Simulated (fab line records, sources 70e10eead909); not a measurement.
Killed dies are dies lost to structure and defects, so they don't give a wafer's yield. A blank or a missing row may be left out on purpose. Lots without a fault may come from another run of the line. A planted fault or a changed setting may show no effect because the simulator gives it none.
Which tool did it? | flow nand_harc | 7 lots, 21 wafers sampled, at 3 steps of a route of 1302

WHAT THE GAUGES READ, wafer by wafer
NHARC_P_STI_CD_MEAS_09: target cd 200 nm.
lot  | measured     | on        | cd_nm (nm)
L808 | day 3 16:31  | cd_sem-02 | 202.1 201.3 198.8
L810 | day 4 13:21  | cd_sem-01 | 201.9 201.2 200.0
L812 | day 5 07:23  | cd_sem-03 | 202.2 202.1 199.7
L814 | day 6 04:40  | cd_sem-01 | 201.6 200.6 200.4
L817 | day 7 10:10  | cd_sem-03 | 201.9 200.2 201.6
L821 | day 9 00:23  | cd_sem-02 | 68.2 69.0 68.9
L829 | day 12 09:50 | cd_sem-02 | 199.6 201.8 201.0

WHICH TOOL RAN EACH LOT (tool, then ch and the chambers of the sampled wafers, then the start)
lot  | NHARC_P_ZERO_WELL_DESCUM_39        | NHARC_P_STI_PEB_07
L808 | rie_diel-07 ch 0,2, day 2 20:26    | litho_track-02 ch 0, day 3 16:25
L810 | rie_diel-07 ch 0,1, day 3 16:12    | litho_track-02 ch 0, day 4 13:16
L812 | rie_diel-06 ch 1,2, day 4 12:07    | litho_track-02 ch 0, day 5 07:17
L814 | rie_diel-11 ch 0,2,3, day 5 08:08  | litho_track-07 ch 0, day 6 04:35
L817 | rie_diel-07 ch 0,1, day 6 14:15    | litho_track-03 ch 0, day 7 10:04
L821 | rie_diel-11 ch 0,1,2, day 8 06:19  | litho_track-03 ch 0, day 9 00:17
L829 | rie_diel-06 ch 0,2,3, day 11 14:23 | litho_track-02 ch 0, day 12 09:45
- NHARC_P_ZERO_WELL_DESCUM_39: chemistry O2, time 3 s.
- NHARC_P_STI_PEB_07: peb time 80 s.

THE ANSWER, worked out from the rows above alone
Rule: what is usual is taken from the lots themselves. Put in order of their means at a reading, lots are off if they are a third of the lots or fewer, leave a main group of 4 or more, and stand apart from it by a gap of 3 or more times the standard deviation of the main group's means; of several such gaps the widest counts. A main group whose means are all the same, to the digits that the tables above print for the reading, isn't used. A lot without any number at a reading at which 4 lots or more have one is off too. The other lots that the step has rows for count as sound.
Off: L821, at NHARC_P_STI_CD_MEAS_09 (cd_nm). The main group: mean 201.0 nm, standard deviation 0.22.
A tool fits if, at a process step before that reading, it ran every lot that is off, and no sound lot after the first of them. The gauges at NHARC_P_STI_CD_MEAS_09 are tried like those tools. Can't be told from this: 2 tools fit, rie_diel-11 at NHARC_P_ZERO_WELL_DESCUM_39, litho_track-03 at NHARC_P_STI_PEB_07.

WHAT THE SIMULATOR HAD PUT IN
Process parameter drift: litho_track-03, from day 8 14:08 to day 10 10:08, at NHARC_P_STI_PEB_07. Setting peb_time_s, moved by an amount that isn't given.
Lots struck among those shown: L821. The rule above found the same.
